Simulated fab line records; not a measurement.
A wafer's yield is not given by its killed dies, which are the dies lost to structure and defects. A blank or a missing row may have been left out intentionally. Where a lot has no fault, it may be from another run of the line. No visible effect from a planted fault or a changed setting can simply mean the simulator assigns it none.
The tool behind it: which one? || flow n5Finfet || at 1 step of a route of 1938, 11 lots with 32 wafers sampled

== WHAT THE GAUGES SHOWED, per wafer ==
N5_BEOL_M6_INSPECT_58: inspects for defects (darkfield). Usual: rawDefectCount at 70, with a standard deviation of 20.
{"lot": "L121", "measured": "day 14 22:10", "on": "defectInspect-02", "rawDefectCount": "45 54 43", "flag": ""}
{"lot": "L117", "measured": "day 16 08:19", "on": "defectInspect-02", "rawDefectCount": "71 111 91", "flag": ""}
{"lot": "L122", "measured": "day 16 13:07", "on": "defectInspect-02", "rawDefectCount": "49 83 54", "flag": ""}
{"lot": "L123", "measured": "day 16 22:44", "on": "defectInspect-02", "rawDefectCount": "74 49 48", "flag": ""}
{"lot": "L126", "measured": "day 17 21:46", "on": "defectInspect-01", "rawDefectCount": "47 69 54", "flag": ""}
{"lot": "L124", "measured": "day 18 05:23", "on": "defectInspect-01", "rawDefectCount": "63 47 92", "flag": ""}
{"lot": "L125", "measured": "day 18 14:35", "on": "defectInspect-01", "rawDefectCount": "87 84 66", "flag": ""}
{"lot": "L131", "measured": "day 19 01:32", "on": "defectInspect-01", "rawDefectCount": "76 70 51", "flag": ""}
{"lot": "L135", "measured": "day 20 01:08", "on": "defectInspect-02", "rawDefectCount": "40 63 56", "flag": ""}
{"lot": "L136", "measured": "day 20 03:25", "on": "defectInspect-01", "rawDefectCount": "84 66", "flag": ""}
{"lot": "L139", "measured": "day 21 05:08", "on": "defectInspect-01", "rawDefectCount": "117 92 91", "flag": ""}

== WHICH TOOL RAN EACH LOT (tool, then ch and the chambers of the sampled wafers, then the start) ==
The record shows no process step preceding these readings.

== AS READ BY THE TOOLS THEMSELVES (means over the sampled wafers that have a number; for cases with no such wafer, the mark the record gives instead) ==
The record holds no such reading with a usual standard deviation.

== THE ANSWER, worked out from the rows above alone ==
Rule: lot off if the mean of its wafers having a number is beyond 3 standard deviations from the usual mean. Also off: a lot with no number at a reading for which 4 or more lots have one. Where the step has rows for the other lots, those lots are counted as sound. The gauges are gone through in route order, then the tools' own readings, and for those a lot's mean is taken as printed above. At the first step where some lot is off, the reading lying furthest off is the one used; lots without a number count as furthest.
None of the lots is off at any reading shown; this tells nothing.

== WHAT THE SIMULATOR HAD INSERTED ==
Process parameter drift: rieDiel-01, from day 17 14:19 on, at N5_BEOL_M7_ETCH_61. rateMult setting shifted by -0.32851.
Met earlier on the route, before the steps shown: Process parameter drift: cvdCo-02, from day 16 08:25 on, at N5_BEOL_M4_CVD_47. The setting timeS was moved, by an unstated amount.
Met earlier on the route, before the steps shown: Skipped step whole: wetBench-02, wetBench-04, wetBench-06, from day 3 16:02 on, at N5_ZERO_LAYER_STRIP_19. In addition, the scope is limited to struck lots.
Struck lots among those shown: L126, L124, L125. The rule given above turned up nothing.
